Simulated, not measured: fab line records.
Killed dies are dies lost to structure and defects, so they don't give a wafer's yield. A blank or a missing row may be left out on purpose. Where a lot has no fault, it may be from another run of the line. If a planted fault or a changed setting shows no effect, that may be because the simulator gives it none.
fab line records + flow nandHarc
record:
- lots: 14
- wafers: 42
- lastDay: 33
route steps=1302 shown P_M0@273 P_M1@294
lots untouched by any fault: they come from a run of this same line in which no faults occurred
startH: the number of hours between the record's first day and the start of the first shown wafer of the lot + waitH: time in hours since the lot's previous step + " the same as in the row above + L1.1+2: several wafers, shown together as one row + - either no value or no given start + * or withheld: withheld + < > ~ a bound
route shown NAME@n: a module of which the file shows steps, and the number in the route of the first + usual: mean/standard deviation taken from wafers without a fault + same: alike in all rows + chamber/n: place in a boat + sites: each site's reading + _std_site: the standard deviation of these + _edge_site: outer sites' mean less inner sites' + radiusMm: for every site, how far away it sits from the centre of the wafer + mask NAME#n: copy n + behind: the most recent tool/chamber to have shaped the wafer + hold: the reason the lot was held/the length of the hold in hours/how it ended + device: whichever transistor did not switch (one of n, p or np) + end of line: tests run on the same wafers once the route is complete + step lacking rows: just its recipe + killed: dies lost to structure and defects at the first sort, not the wafer's yield + map: per-die view of a wafer (x killed, . not killed, _ where there is no die)
set.NAME: the setting the step ran with; set.NAME@STEP: the setting that earlier step ran with + model.NAME: the simulator's own value behind a step, which no gauge read
the route's steps for a sample of lots (tables are steps, rows are wafers)
services: the hour from which a tool's chamber was out of use, counted from the record's first day as startH (under 0 if before that day), plus the number of hours and why
== steps ==
step: NHARC_P_M0_PRE_CLEAN_29
recipe:
- timeS: 30
- tempC: 280
- gas: H2/He
usual:
- heaterPowerW: 420/32
| lot.wafer | tool          | chamber | startH | waitH | heaterPowerW |
|-----------|---------------|---------|--------|-------|--------------|
| L220.3    | pvdSputter-03 | -       | -      | -     | 423          |
| L220.1    | "             | -       | "      | "     | 441          |
| L220.5    | "             | -       | "      | "     | 387          |
| L221.1    | pvdSputter-02 | -       | -      | -     | 365          |
| L221.4    | "             | -       | "      | "     | 484          |
| L221.5    | "             | -       | "      | "     | 371          |
| L224.1    | pvdSputter-03 | -       | -      | -     | 396          |
| L224.3    | "             | -       | "      | "     | 434          |
| L224.6    | "             | -       | "      | "     | 420          |
| L226.3    | pvdSputter-03 | -       | -      | -     | 406          |
| L226.1    | "             | -       | "      | "     | 391          |
| L226.2    | "             | -       | "      | "     | 442          |
| L228.2    | pvdSputter-03 | -       | -      | -     | 427          |
| L228.5    | "             | -       | "      | "     | 415          |
| L228.6    | "             | -       | "      | "     | 384          |
| L230.3    | pvdSputter-02 | -       | -      | -     | 482          |
| L230.4    | "             | -       | "      | "     | 371          |
| L230.5    | "             | -       | "      | "     | 483          |
| L232.3    | pvdSputter-03 | -       | -      | -     | 424          |
| L232.4    | "             | -       | "      | "     | 385          |
| L232.1    | "             | -       | "      | "     | 436          |
| L234.1    | pvdSputter-02 | -       | -      | -     | 481          |
| L234.4    | "             | -       | "      | "     | 453          |
| L234.5    | "             | -       | "      | "     | 367          |
| L233.2    | pvdSputter-01 | -       | -      | -     | 393          |
| L233.3    | "             | -       | "      | "     | 450          |
| L233.5    | "             | -       | "      | "     | 399          |
| L235.2    | pvdSputter-03 | -       | -      | -     | 408          |
| L235.4    | "             | -       | "      | "     | 447          |
| L235.5    | "             | -       | "      | "     | 444          |
| L236.4    | pvdSputter-03 | -       | -      | -     | 412          |
| L236.5    | "             | -       | "      | "     | 389          |
| L236.6    | "             | -       | "      | "     | 433          |
| L237.2    | pvdSputter-03 | -       | -      | -     | 445          |
| L237.4    | "             | -       | "      | "     | 409          |
| L237.5    | "             | -       | "      | "     | 442          |
| L240.2    | pvdSputter-03 | -       | -      | -     | 413          |
| L240.5    | "             | -       | "      | "     | 450          |
| L240.6    | "             | -       | "      | "     | 404          |
| L243.4    | pvdSputter-01 | -       | -      | -     | 427          |
| L243.2    | "             | -       | "      | "     | 411          |
| L243.6    | "             | -       | "      | "     | 430          |
step: NHARC_P_M1_DEVELOP_08
recipe:
- developTimeS: 35
- devTempC: 23
usual:
- chillPlateTempC: 23.00/0.11
- developTimeS: 35/0
| lot.wafer | tool          | chamber | startH | waitH | chillPlateTempC | developTimeS |
|-----------|---------------|---------|--------|-------|-----------------|--------------|
| L220.1    | lithoTrack-01 | 0       | 125    | -     | 22.82           | 35           |
| L220.3    | "             | 0       | "      | "     | 22.92           | 35           |
| L220.5    | "             | 0       | "      | "     | 22.95           | 35           |
| L221.1    | lithoTrack-01 | 0       | 131    | -     | 22.92           | 35           |
| L221.4    | "             | 0       | "      | "     | 22.96           | 35           |
| L221.5    | "             | 0       | "      | "     | 23.01           | 35           |
| L224.1    | lithoTrack-06 | 0       | 165    | -     | 23.06           | 35           |
| L224.3    | "             | 0       | "      | "     | 23.09           | 35           |
| L224.6    | "             | 0       | "      | "     | 22.94           | 35           |
| L226.1    | lithoTrack-04 | 0       | 184    | -     | 23.06           | 35           |
| L226.2    | "             | 0       | "      | "     | 23.03           | 35           |
| L226.3    | "             | 0       | "      | "     | 22.96           | 35           |
| L228.2    | lithoTrack-06 | 0       | 206    | -     | 23.05           | 35           |
| L228.5    | "             | 0       | "      | "     | 23.14           | 35           |
| L228.6    | "             | 0       | "      | "     | 23.09           | 35           |
| L230.3    | lithoTrack-06 | 0       | 237    | -     | 22.99           | 35           |
| L230.4    | "             | 0       | "      | "     | 23.04           | 35           |
| L230.5    | "             | 0       | "      | "     | 23.01           | 35           |
| L232.1    | lithoTrack-06 | 0       | 243    | -     | 23.02           | 35           |
| L232.3    | "             | 0       | "      | "     | 22.97           | 35           |
| L232.4    | "             | 0       | "      | "     | 22.89           | 35           |
| L234.1    | lithoTrack-06 | 0       | 268    | -     | 23.21           | 35           |
| L234.4    | "             | 0       | "      | "     | 22.89           | 35           |
| L234.5    | "             | 0       | "      | "     | 23.11           | 35           |
| L233.2    | lithoTrack-06 | 0       | 269    | -     | 23.21           | 35           |
| L233.3    | "             | 0       | "      | "     | 23.11           | 35           |
| L233.5    | "             | 0       | "      | "     | 23.05           | 35           |
| L235.2    | lithoTrack-04 | 0       | 273    | -     | 23.08           | 35           |
| L235.4    | "             | 0       | "      | "     | 23.13           | 35           |
| L235.5    | "             | 0       | "      | "     | 23.20           | 35           |
| L236.4    | lithoTrack-01 | -       | 288    | -     | -               | -            |
| L236.5    | "             | -       | "      | "     | -               | -            |
| L236.6    | "             | -       | "      | "     | -               | -            |
| L237.2    | lithoTrack-04 | -       | 291    | -     | -               | -            |
| L237.4    | "             | -       | "      | "     | -               | -            |
| L237.5    | "             | -       | "      | "     | -               | -            |
| L240.2    | lithoTrack-04 | 0       | 327    | -     | 22.91           | 35           |
| L240.5    | "             | 0       | "      | "     | 23.02           | 35           |
| L240.6    | "             | 0       | "      | "     | 22.85           | 35           |
| L243.2    | lithoTrack-01 | 0       | 352    | -     | 23.00           | 35           |
| L243.4    | "             | 0       | "      | "     | 22.96           | 35           |
| L243.6    | "             | 0       | "      | "     | 23.10           | 35           |
step: NHARC_P_M1_DESCUM_14
recipe:
- timeS: 3
- o2FlowSccm: 200
- arFlowSccm: 0
- biasPowerW: 0
- chemistry: O2
usual:
- drypumpMotorCurrentA: 5.7/0.53
- oesProductAu: 1.002/0.011
- rfVppV: 57.7/0.78
- showerheadPlenumPTorr: 1.89/0.084
- throttleValvePct: 11.312/0.0095
| lot.wafer | tool       | chamber | startH | waitH | drypumpMotorCurrentA | oesProductAu | rfHoursCounterH | rfVppV | showerheadPlenumPTorr | throttleValvePct |
|-----------|------------|---------|--------|-------|----------------------|--------------|-----------------|--------|-----------------------|------------------|
| L220.3    | rieDiel-11 | 2       | 126.25 | 0.1   | 4.8                  | 0.997        | 5               | 58.9   | 1.93                  | 11.299           |
| L220.1    | "          | 1       | "      | "     | 5.5                  | 1.005        | 5               | 56.4   | 1.79                  | 11.314           |
| L220.5    | "          | 0       | "      | "     | 5.4                  | 1.011        | -               | 57.6   | 1.96                  | 11.316           |
| L221.4    | rieDiel-01 | 0       | 132.16 | 0.1   | 6.0                  | 1.009        | 25              | 57.8   | 1.92                  | 11.309           |
| L221.1    | "          | 2       | "      | "     | 6.0                  | 0.990        | 26              | 57.3   | 1.99                  | 11.313           |
| L221.5    | "          | 1       | "      | "     | 6.2                  | 1.006        | -               | 57.1   | 1.85                  | 11.303           |
| L224.3    | rieDiel-11 | 2       | 165.46 | 0.1   | 4.8                  | 0.996        | 7               | 57.7   | 1.93                  | 11.314           |
| L224.1    | "          | 0       | "      | "     | 5.4                  | 1.010        | 9               | 58.8   | 1.96                  | 11.313           |
| L224.6    | "          | 3       | "      | "     | 6.4                  | 0.988        | -               | 56.4   | 1.87                  | 11.320           |
| L226.2    | rieDiel-11 | 0       | 184.81 | 0.1   | 5.4                  | 1.010        | 11              | 58.2   | 1.96                  | 11.307           |
| L226.1    | "          | 2       | "      | "     | 4.8                  | 1.013        | 9               | 57.2   | 1.93                  | 11.325           |
| L226.3    | "          | 3       | "      | "     | 6.4                  | 0.985        | 8               | 56.8   | 1.87                  | 11.310           |
| L228.2    | rieDiel-13 | 2       | 206.58 | 0.1   | 5.4                  | 0.985        | 2               | 57.7   | 1.78                  | 11.323           |
| L228.5    | "          | 1       | "      | "     | 6.3                  | 0.976        | -               | 58.3   | 1.95                  | 11.302           |
| L228.6    | "          | 2       | "      | "     | 5.4                  | 1.001        | -               | 57.2   | 1.78                  | 11.325           |
| L230.3    | rieDiel-13 | 3       | 237.38 | 0.1   | 6.2                  | 0.996        | 4               | 58.1   | 2.03                  | 11.309           |
| L230.4    | "          | 1       | "      | "     | 6.4                  | 1.000        | 4               | 57.4   | 1.95                  | 11.322           |
| L230.5    | "          | 2       | "      | "     | 5.4                  | 1.016        | -               | 56.9   | 1.78                  | 11.303           |
| L232.1    | rieDiel-13 | 1       | 243.53 | 0.1   | 6.3                  | 0.989        | 4               | 57.6   | 1.95                  | 11.320           |
| L232.3    | "          | 3       | "      | "     | 6.3                  | 0.992        | 4               | 58.3   | 2.03                  | 11.304           |
| L232.4    | "          | 0       | "      | "     | 5.4                  | 1.006        | 4               | 58.5   | 1.86                  | 11.307           |
| L234.4    | rieDiel-11 | 3       | 268.29 | 0.1   | 6.4                  | 0.990        | 0               | 56.8   | 1.87                  | 11.321           |
| L234.1    | "          | 1       | "      | "     | 5.5                  | 1.015        | 0               | 57.8   | 1.79                  | 11.319           |
| L234.5    | "          | 3       | "      | "     | 6.4                  | 0.988        | -               | 56.4   | 1.87                  | 11.308           |
| L233.2    | rieDiel-13 | 3       | 269.68 | 0.1   | 6.2                  | 0.992        | 5               | 57.9   | 2.03                  | 11.315           |
| L233.3    | "          | 0       | "      | "     | 5.4                  | 1.022        | 5               | 57.4   | 1.86                  | 11.310           |
| L233.5    | "          | 1       | "      | "     | 6.4                  | 1.005        | -               | 57.3   | 1.95                  | 11.310           |
| L235.2    | rieDiel-11 | 1       | 273.79 | 0.1   | 5.5                  | 1.006        | 1               | 57.1   | 1.79                  | 11.305           |
| L235.4    | "          | 2       | "      | "     | 4.8                  | 0.991        | 1               | 58.2   | 1.93                  | 11.312           |
| L235.5    | "          | 0       | "      | "     | 5.4                  | 1.018        | -               | 58.1   | 1.96                  | 11.315           |
| L236.4    | rieDiel-13 | 0       | 289.27 | 0.1   | 5.4                  | 1.008        | 6               | 57.6   | 1.86                  | 11.307           |
| L236.5    | "          | 3       | "      | "     | 6.3                  | 0.993        | -               | 59.8   | 2.03                  | 11.322           |
| L236.6    | "          | 0       | "      | "     | 5.4                  | 1.005        | -               | 56.9   | 1.86                  | 11.310           |
| L237.2    | rieDiel-13 | 0       | 291.34 | 0.1   | 5.4                  | 1.021        | 6               | 58.0   | 1.86                  | 11.325           |
| L237.4    | "          | 2       | "      | "     | 5.5                  | 0.998        | 6               | 56.3   | 1.78                  | 11.310           |
| L237.5    | "          | 3       | "      | "     | 6.3                  | 1.001        | -               | 58.4   | 2.03                  | 11.340           |
| L240.2    | rieDiel-13 | 3       | 327.28 | 0.1   | 6.3                  | 0.993        | 8               | 58.4   | 2.03                  | 11.306           |
| L240.6    | "          | 1       | "      | "     | 6.4                  | 0.995        | -               | 59.2   | 1.95                  | 11.300           |
| L240.5    | "          | 2       | "      | "     | 5.4                  | 0.998        | -               | 57.6   | 1.78                  | 11.321           |
| L243.4    | rieDiel-13 | 0       | 352.35 | 0.1   | 5.4                  | 1.012        | 0               | 58.5   | 1.86                  | 11.332           |
| L243.2    | "          | 1       | "      | "     | 6.3                  | 1.002        | 0               | 58.2   | 1.95                  | 11.309           |
| L243.6    | "          | 3       | "      | "     | 6.3                  | 1.001        | -               | 58.3   | 2.03                  | 11.300           |
step: NHARC_P_M1_ETCH_15
recipe:
- targetDepthA: 1825
- timeS: 91.2
- c4f8FlowSccm: withheld
- arFlowSccm: 400
- rfW: 600
- biasW: 300
- chemistry: C4F8/Ar
usual:
- oesProductAu: 0.961/0.019
- rfVppV: 440.3/2.7
| lot.wafer | tool       | chamber | startH | waitH | oesProductAu | rfHoursCounterH | rfVppV |
|-----------|------------|---------|--------|-------|--------------|-----------------|--------|
| L220.1    | rieDiel-11 | 1       | -      | -     | 0.970        | 5               | 437.3  |
| L220.3    | "          | 2       | "      | "     | 0.962        | 5               | 442.1  |
| L220.5    | "          | 2       | "      | "     | 0.954        | -               | 441.3  |
| L221.4    | rieDiel-01 | 0       | -      | -     | 0.972        | 25              | 440.7  |
| L221.1    | "          | 1       | "      | "     | 0.959        | 25              | 438.8  |
| L221.5    | "          | 3       | "      | "     | 1.002        | -               | 440.3  |
| L224.1    | rieDiel-11 | 2       | -      | -     | 0.949        | 7               | 442.6  |
| L224.3    | "          | 0       | "      | "     | 0.970        | 9               | 443.4  |
| L224.6    | "          | 2       | "      | "     | 0.961        | -               | 441.4  |
| L226.3    | rieDiel-11 | 1       | -      | -     | 0.960        | 12              | 437.1  |
| L226.2    | "          | 2       | "      | "     | 0.988        | 9               | 441.1  |
| L226.1    | "          | 3       | "      | "     | 0.967        | 8               | 439.9  |
| L228.2    | rieDiel-13 | 3       | -      | -     | 0.964        | 2               | 443.5  |
| L228.6    | "          | 3       | "      | "     | 0.977        | -               | 443.4  |
| L228.5    | "          | 0       | "      | "     | 0.978        | -               | 439.6  |
| L230.4    | rieDiel-13 | 1       | -      | -     | 0.982        | 4               | 442.3  |
| L230.3    | "          | 0       | "      | "     | 0.995        | 4               | 439.4  |
| L230.5    | "          | 2       | "      | "     | 0.970        | -               | 436.7  |
| L232.4    | rieDiel-13 | 1       | -      | -     | 0.959        | 4               | 443.4  |
| L232.1    | "          | 2       | "      | "     | 0.962        | 4               | 436.9  |
| L232.3    | "          | 3       | "      | "     | 0.976        | 4               | 443.6  |
| L234.4    | rieDiel-11 | 3       | -      | -     | 0.949        | 0               | 438.9  |
| L234.1    | "          | 1       | "      | "     | 0.977        | 0               | 439.2  |
| L234.5    | "          | 3       | "      | "     | 0.953        | -               | 438.5  |
| L233.2    | rieDiel-13 | 2       | -      | -     | 0.921        | 5               | 436.2  |
| L233.3    | "          | 0       | "      | "     | 0.946        | 5               | 437.6  |
| L233.5    | "          | 3       | "      | "     | 0.923        | -               | 445.2  |
| L235.4    | rieDiel-11 | 1       | -      | -     | 0.968        | 1               | 437.2  |
| L235.2    | "          | 3       | "      | "     | 0.974        | 1               | 438.7  |
| L235.5    | "          | 1       | "      | "     | 0.978        | -               | 435.9  |
| L236.4    | rieDiel-13 | 2       | -      | -     | 0.984        | 6               | 435.4  |
| L236.6    | "          | 3       | "      | "     | 0.947        | -               | 444.4  |
| L236.5    | "          | 0       | "      | "     | 0.973        | -               | 440.2  |
| L237.2    | rieDiel-13 | 3       | -      | -     | 0.957        | 6               | 443.7  |
| L237.4    | "          | 2       | "      | "     | 0.982        | 6               | 437.0  |
| L237.5    | "          | 0       | "      | "     | 0.989        | -               | 439.2  |
| L240.2    | rieDiel-13 | 3       | -      | -     | 0.917        | 8               | 444.6  |
| L240.5    | "          | 0       | "      | "     | 0.941        | -               | 439.4  |
| L240.6    | "          | 1       | "      | "     | 0.924        | -               | 443.3  |
| L243.2    | rieDiel-13 | 3       | -      | -     | 0.973        | 0               | 444.7  |
| L243.4    | "          | 0       | "      | "     | 0.978        | 0               | 438.9  |
| L243.6    | "          | 3       | "      | "     | 0.964        | -               | 443.6  |
== services ==
| tool          | chamber | startH | hours | kind      |
|---------------|---------|--------|-------|-----------|
| pvdSputter-02 | -       | 104.06 | 10.0  | pm        |
| pvdSputter-01 | -       | 109.04 | 3.9   | repair    |
| rieDiel-11    | 3       | 118.73 | 18.2  | repair    |
| rieDiel-11    | 2       | 149.34 | 11.7  | repair    |
| lithoTrack-01 | -       | 155.00 | 7.0   | pm        |
| rieDiel-13    | 3       | 158.35 | 13.4  | repair    |
| rieDiel-13    | -       | 165.29 | 9.0   | pm        |
| rieDiel-13    | 0       | 165.29 | 9.0   | ventCycle |
| pvdSputter-03 | -       | 170.02 | 10.0  | pm        |
| lithoTrack-06 | -       | 179.00 | 7.0   | pm        |
| pvdSputter-02 | -       | 194.21 | 0.7   | repair    |
| lithoTrack-04 | -       | 203.00 | 7.0   | pm        |
| rieDiel-01    | -       | 203.84 | 9.0   | pm        |
| rieDiel-11    | 2       | 215.92 | 5.0   | repair    |
| pvdSputter-01 | -       | 226.09 | 10.0  | pm        |
| pvdSputter-02 | -       | 234.80 | 0.6   | repair    |
| pvdSputter-03 | -       | 253.00 | 3.6   | repair    |
| rieDiel-11    | -       | 255.50 | 9.0   | pm        |
| pvdSputter-02 | -       | 282.06 | 10.0  | pm        |
| rieDiel-01    | 2       | 290.69 | 1.6   | repair    |
| rieDiel-11    | 0       | 329.61 | 7.2   | repair    |
| lithoTrack-01 | -       | 330.00 | 7.0   | pm        |
| rieDiel-13    | -       | 342.29 | 9.0   | pm        |
| pvdSputter-03 | -       | 348.02 | 10.0  | pm        |
== key ==
firstSign:
- step: NHARC_P_M1_DEVELOP_08
- reading: toolRecord
- direction: missing
effect none on later readings
metAt NHARC_P_M1_DEVELOP_08
struckLots L236,L237
laterRowsLeftOut L236.4,L236.5,L236.6,L237.2,L237.4,L237.5
sortLeftOut L236.4,L236.5,L236.6,L237.2,L237.4,L237.5
notActingAt NHARC_P_M0_PRE_CLEAN_29,NHARC_P_M1_DESCUM_14,NHARC_P_M1_ETCH_15
onsetBetween 273 288
fault:
- kind: skippedStepWhole
- tool: lithoTrack-01,lithoTrack-04
- chamber: -
- onsetH: 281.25
- steps: NHARC_P_M1_DEVELOP_08
- scope: struckLotsOnly
sortLeftOut: the simulated sort isn't trusted on such a fault, so these wafers' sort isn't shown, and their yield isn't known
laterRowsLeftOut: the simulator's readings of these wafers behind a module that went badly wrong aren't trusted and aren't shown, but for the sort
